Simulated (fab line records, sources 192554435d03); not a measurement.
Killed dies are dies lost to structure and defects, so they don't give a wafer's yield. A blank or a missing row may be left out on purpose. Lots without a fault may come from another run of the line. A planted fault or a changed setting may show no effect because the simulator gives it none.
Chamber matching | flow n5_finfet | N5_BEOL_M1_STRIP_19 on rie_diel-01: 4 sister chambers
The step strips in O2. 22 wafers are shown with their chamber, then 11 later ones without.

WAFERS WITH THEIR CHAMBER
wafer  | chamber | drypump_motor_current_A (A) | showerhead_plenum_p_Torr (Torr) | throttle_valve_pct (%)
L075.2 | 2       | 5.3                         | 2.06                            | 16.52
L075.3 | 1       | 5.5                         | 2.14                            | 16.24
L075.6 | 0       | 6.7                         | 2.23                            | 16.56
L077.1 | 1       | 5.5                         | 2.14                            | 16.26
L077.2 | 2       | 5.3                         | 2.06                            | 16.55
L077.3 | 0       | 6.7                         | 2.22                            | 16.57
L077.4 | 1       | 5.5                         | 2.14                            | 16.24
L077.5 | 0       | 6.7                         | 2.22                            | 16.57
L077.6 | 2       | 5.4                         | 2.06                            | 16.53
L078.1 | 0       | 6.7                         | 2.22                            | 16.56
L078.2 | 1       | 5.5                         | 2.14                            | 16.26
L078.3 | 2       | 5.3                         | 2.06                            | 16.55
L078.4 | 2       | 5.3                         | 2.06                            | 16.54
L078.5 | 0       | 6.7                         | 2.22                            | 16.58
L078.6 | 1       | 5.5                         | 2.14                            | 16.27
L086.2 | 1       | 5.5                         | 2.13                            | 16.27
L086.4 | 3       | 5.2                         | 2.14                            | 16.82
L086.6 | 0       | 6.7                         | 2.22                            | 16.60
L088.1 | 1       | 5.5                         | 2.13                            | 16.29
L088.5 | 3       | 5.2                         | 2.14                            | 16.84
L088.6 | 2       | 5.3                         | 2.05                            | 16.56
L093.1 | 0       | 6.8                         | 2.22                            | 16.61

SIGNATURES (means of the wafers above)
reading                  | chamber 0 | chamber 1 | chamber 2 | chamber 3 | scatter within a chamber
drypump_motor_current_A  | 6.714     | 5.500     | 5.317     | 5.200     | 0.0306
showerhead_plenum_p_Torr | 2.2214    | 2.1371    | 2.0583    | 2.1400    | 0.00416
throttle_valve_pct       | 16.5786   | 16.2614   | 16.5417   | 16.8300   | 0.0174
Rule: a wafer's distance from a chamber is the root of the sum, over the readings, of the square of ((its reading less the chamber's mean) divided by the reading's scatter). The wafer belongs to the nearest chamber; if the next one is less than 2 further off, it can't be placed. The scatter: the root of (the sum of the squares of (reading less its chamber's mean) over the shown wafers, divided by (wafers less chambers)).

WAFERS WITHOUT THEIR CHAMBER
wafer  | drypump_motor_current_A (A) | showerhead_plenum_p_Torr (Torr) | throttle_valve_pct (%)
L093.2 | 5.2                         | 2.13                            | 16.85
L093.3 | 5.3                         | 2.05                            | 16.58
L093.4 | 5.5                         | 2.13                            | 16.30
L093.5 | 5.4                         | 2.05                            | 16.57
L093.6 | 5.2                         | 2.13                            | 16.84
L095.4 | 6.7                         | 2.21                            | 16.62
L095.5 | 5.5                         | 2.13                            | 16.30
L095.6 | 5.3                         | 2.05                            | 16.58
L097.1 | 5.2                         | 2.13                            | 16.87
L097.3 | 5.3                         | 2.05                            | 16.58
L097.4 | 6.7                         | 2.21                            | 16.61

WHICH CHAMBER EACH WENT THROUGH
wafer  | from the rows above | in truth
L093.2 | 3                   | 3
L093.3 | 2                   | 2
L093.4 | 1                   | 1
L093.5 | 2                   | 2
L093.6 | 3                   | 3
L095.4 | 0                   | 0
L095.5 | 1                   | 1
L095.6 | 2                   | 2
L097.1 | 3                   | 3
L097.3 | 2                   | 2
L097.4 | 0                   | 0
Placed correctly: 11 of 11. Can't be placed from these rows: 0. Placed wrongly: 0.
